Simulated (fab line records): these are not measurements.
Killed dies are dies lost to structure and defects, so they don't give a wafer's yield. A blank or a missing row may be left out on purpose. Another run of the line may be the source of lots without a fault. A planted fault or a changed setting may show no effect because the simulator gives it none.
Comparing a struck lot with a sound one ; flow n5-finfet ; 36 steps out of a route of 1938
Sound: the wafers L332.1, L332.3, L332.5. Struck: wafer L333.6. (L333.3, L333.4 of the same lot were not struck and are left out.) The cause comes at the end.
Per side, at each step with rows, come the tool, then ch with its chambers, and then its first start. Under that, the readings that differ: sound wafers ; struck wafers ; difference of the means ; sigmas: that difference in standard deviations of wafers without a fault.
alike: readings with means less than 2 such deviations apart, plus words and numbers identical on both sides. not compared: withheld readings, readings lacking a value on some wafer, bounds such as >300 that could conceal the same value, and numbers that have no deviation in the record and whose values overlap.
A row with sigmas, a row that says differs or no value, or rows on one side alone: a step with any of these is where the two part. Numbers that don't overlap but have no deviation are shown without sigmas and don't part them. A reading missing from all wafers of one side parts the sides only when that side holds two or more wafers.

first, 10 steps without rows for these wafers: N5_FIN_SAQP_ETCH_67 (etches SiNx in CH3F/O2, target depth 30 nm); N5_FIN_SAQP_STRIP_70 (strips in N2/H2); N5_FIN_SAQP_RECESS_71 (chemistry HF/NH3, target SiO2, target depth 3 nm, afs cycles 1, sublimation time 60 s); N5_FIN_SAQP_SPACER2_ALD_28 (deposits SiO2, target thk 8.1 nm, pulse time 1 s, purge time 2 s); N5_FIN_SAQP_SPACER2_ETCHBACK_29 (etches SiO2 in CHF3/O2, target depth 12.2 nm, time 6.1 s); N5_FIN_SAQP_MANDREL2_REMOVE_60 (chemistry HBr/Cl2/O2, target a-Si, stops on SiNx, bt time 10 s); N5_FIN_SAQP_HM_OPEN_33 (chemistry CH3F/O2, target SiNx, target depth 49.4 nm, time 70.6 s); N5_FIN_SAQP_ETCH_34 (etches SiO2 in C4F6/O2, target depth 45 nm, time 15 s); N5_FIN_SAQP_STRIP_77 (strips in N2/H2, time 90 s); N5_FIN_SAQP_ETCH_64 (etches SiO2 in CF4, target depth 1.5 nm).
N5_FIN_SAQP_FIN_ETCH_36: etches the open film in HBr/Cl2/O2, target depth 120 nm, time 50.4 s.
  sound on rie-si-01 ch 0,1,2, day 3 11:32; struck on rie-si-01 ch 2, day 3 17:40
reading;sound;struck;difference;sigmas
bias-w (W);102.18 101.91 101.83;114.11;+12.14;+42
model.FIN_SAQP.feature-depth-nm (nm);118.4 121 119;122.4;+2.9;
model.etch.depth-nm (nm);118.4 120.9 118.9;122.3;+2.9;
  alike: drypump-motor-current-A, oes_o_777_au, oes-product-au, throttle-valve-pct
  not compared: rf-hours-counter-h, model.SiNx_of_FIN_SAQP_HM_DEP_03.thk-nm
then, 23 steps without rows for these wafers: N5_FIN_SAQP_PRECLEAN_38 (cleans in O3/DIW, time 45 s); N5_FIN_SAQP_PRECLEAN_45 (cleans in dHF, time 10 s); N5_FIN_SAQP_SRD_39 (time 30 s); N5_FIN_CUT_COAT_18 (time 60 s, resist thk 230 nm); N5_FIN_CUT_COAT_19 (time 60 s, resist thk 20 nm); N5_FIN_CUT_COAT_29 (time 60 s, resist thk 10 nm); N5_FIN_CUT_COAT_02 (resist thk 30 nm); N5_FIN_CUT_EBR_04; N5_FIN_CUT_SOFTBAKE_03 (time 60 s); N5_FIN_CUT_EXPOSE_05 (exposes mask FIN CUT); N5_FIN_CUT_PEB_06 (peb time 60 s); N5_FIN_CUT_DEVELOP_07 (develop time 30 s); N5_FIN_CUT_DESCUM_13 (chemistry O2, time 7 s); N5_FIN_CUT_ETCH_30 (etches underlayer in N2/H2, target depth 13 nm, time 10.4 s); N5_FIN_CUT_ETCH_20 (etches SiARC in CF4, target depth 26 nm, time 43.3 s); N5_FIN_CUT_ETCH_21 (etches SOC in N2/H2, target depth 219 nm, overetch 43.8 nm, time 523.5 s); N5_FIN_CUT_STRIP_23 (strips in N2/H2); N5_FIN_CUT_STRIP_31 (strips in N2/H2); N5_FIN_CUT_STRIP_24 (strips in CF4); N5_FIN_CUT_CUT_ETCH_26 (etches SiNx in CH3F/O2, target depth 39 nm, time 55.7 s); N5_FIN_CUT_CUT_ETCH_27 (etches SiO2 in CHF3/O2, target depth 4 nm, overetch 2 nm, time 4.9 s); N5_FIN_CUT_PRECLEAN_35 (cleans in vHF, time 13.3 s); N5_FIN_CUT_CUT_ETCH_15 (etches Si in HBr/Cl2/O2, target depth 100 nm, bt time 10 s, time 42.4 s).
N5_STI_FIN_REVEAL_RECESS_09: chemistry HF/NH3, target SiO2, afs cycles 11, target depth 42.5 nm, sublimation time 60 s.
  sound on vapor-etch-02 ch 0,1, day 3 22:31; struck on vapor-etch-02 ch 1, day 4 02:01
  alike: drypump-motor-current-A, foreline-p-Torr
  not compared: model.SiNx_of_FIN_SAQP_HM_DEP_03.thk-nm
-- here the record skips 7 days between the struck wafers' starts before and after, leaving off in module STI_FIN_REVEAL and picking up in module BEOL_M4 (first step shown: number 1111 of the route) --
N5_BEOL_M4_RC_MEAS_101:
  sound on prober-02 ch 0, day 10 15:21; struck on prober-01 ch 0, day 10 19:11
  alike: DIBL_N, DIBL_P, IOFF_N, IOFF_P, ION_N, ION_P, SS_N, SS_P, VT_N, VT_P

== WHERE THEY PART ==
Within this record, at N5_FIN_SAQP_FIN_ETCH_36 only. Later steps at which nothing parts them and some readings are alike: N5_STI_FIN_REVEAL_RECESS_09, N5_BEOL_M4_RC_MEAS_101.

WHY: the cause the simulator had injected
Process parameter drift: rie-si-01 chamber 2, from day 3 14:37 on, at N5_FIN_SAQP_FIN_ETCH_36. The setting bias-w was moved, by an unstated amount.
